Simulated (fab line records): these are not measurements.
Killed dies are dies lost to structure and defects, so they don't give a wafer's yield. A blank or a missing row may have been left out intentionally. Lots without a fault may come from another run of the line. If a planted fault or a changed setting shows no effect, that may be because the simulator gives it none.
Split-lot study -- flow n5Finfet -- 7 lots, 21 wafers read, on a route of 1938 steps

ON THE SPLIT
At N5_BEOL_M5_COAT_71 (time 60 s, resist thk 5 nm), the setting spinRpm was moved away from the recipe's 1500 rpm on 8 of the 21 wafers read, by -9.3% to +8.1%. The other wafers ran this setting at the recipe's value.

FROM THE SPLIT TO THE READING: what the file shows between them, 3 steps
- N5_BEOL_M5_COAT_05: resist thk 30 nm
- N5_BEOL_M5_EBR_07
- N5_BEOL_M5_DESCUM_16: chemistry O2, time 7 s

THE READING
etch.depthNm (the simulator's own value, which no gauge read), in nm, at N5_BEOL_M5_ETCH_72 (etches underlayer in N2/H2, target depth 6.5 nm, time 5.2 s). No usual value for it is given in the file. The 13 wafers here that ran the recipe average 5.005 nm, standard deviation 0.017 nm.

wafer,"tool, chamber at the split","spinRpm as run, rpm",against the recipe,"etch.depthNm, nm",against lot-mates on the recipe
L076.1,"lithoTrack-01, 0",1500,recipe,5.02,-
L076.2,"lithoTrack-01, 0",1500,recipe,5.011,-
L076.4,"lithoTrack-01, 0",1500,recipe,5.021,-
L082.1,"lithoTrack-02, 0",1500,recipe,5.009,-
L082.6,"lithoTrack-02, 0",1500,recipe,5.009,-
L082.2,"lithoTrack-02, 0",1543,+2.9%,4.936,-0.073
L089.2,"lithoTrack-04, 0",1500,recipe,4.981,-
L089.3,"lithoTrack-04, 0",1361,-9.3%,5.208,+0.235
L089.6,"lithoTrack-04, 0",1500,recipe,4.965,-
L093.4,"lithoTrack-02, 0",1586,+5.7%,4.853,-0.141
L093.5,"lithoTrack-02, 0",1586,+5.7%,4.869,-0.125
L093.6,"lithoTrack-02, 0",1500,recipe,4.994,-
L094.1,"lithoTrack-02, 0",1500,recipe,5.029,-
L094.5,"lithoTrack-02, 0",1393,-7.1%,5.197,+0.176
L094.6,"lithoTrack-02, 0",1500,recipe,5.012,-
L092.1,"lithoTrack-01, 0",1457,-2.9%,5.067,+0.071
L092.4,"lithoTrack-01, 0",1500,recipe,4.996,-
L092.5,"lithoTrack-01, 0",1457,-2.9%,5.052,+0.056
L096.1,"lithoTrack-02, 0",1500,recipe,5.007,-
L096.2,"lithoTrack-02, 0",1500,recipe,5.016,-
L096.6,"lithoTrack-02, 0",1621,+8.1%,4.827,-0.184

THE FIT
A straight line over all 21 wafers: etch.depthNm changes by -0.0234 nm for each +1% of spinRpm; r = -0.98; the points scatter about the line by 0.017 nm.
The same after taking each lot's own level away (the mean of its wafers on the recipe; 21 wafers): -0.024 nm for each +1%; r = -1.00; scatter 0.0072 nm.
According to that fit, moving spinRpm by its largest amount changes the reading by 0.22 nm.
The span of the lots' own levels, 4.9730 to 5.0205 nm, comes to 2.8 times the standard deviation stated above.
Hence the lot-to-lot level has little effect on the slope; both slopes agree.
Check: +0.218 nm against its lot-mates is what the line predicts for one of the wafers moved furthest among these (-9.3%) when that wafer is left out of the fit. It came out at +0.235 nm against them.

OTHER SPLITS APPLIED TO THESE WAFERS
Note: prior to the reading, these wafers also went through further splits. Each is held against what the fit with the lots' levels taken away leaves over:
other split on the same wafers,wafers away from the commonest value,r with etch.depthNm (lot level and that fit taken away)
N5_BEOL_M2_TRENCH_ETCH_37 timeS,5,-0.20
N5_BEOL_M4_COAT_67 spinRpm,5,-0.20
N5_BEOL_M4_DESCUM_33 timeS,7,+0.32

THE FILE'S OWN FIT
etch.depthNm changes by -0.0242 nm for each +1% of spinRpm, r = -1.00.
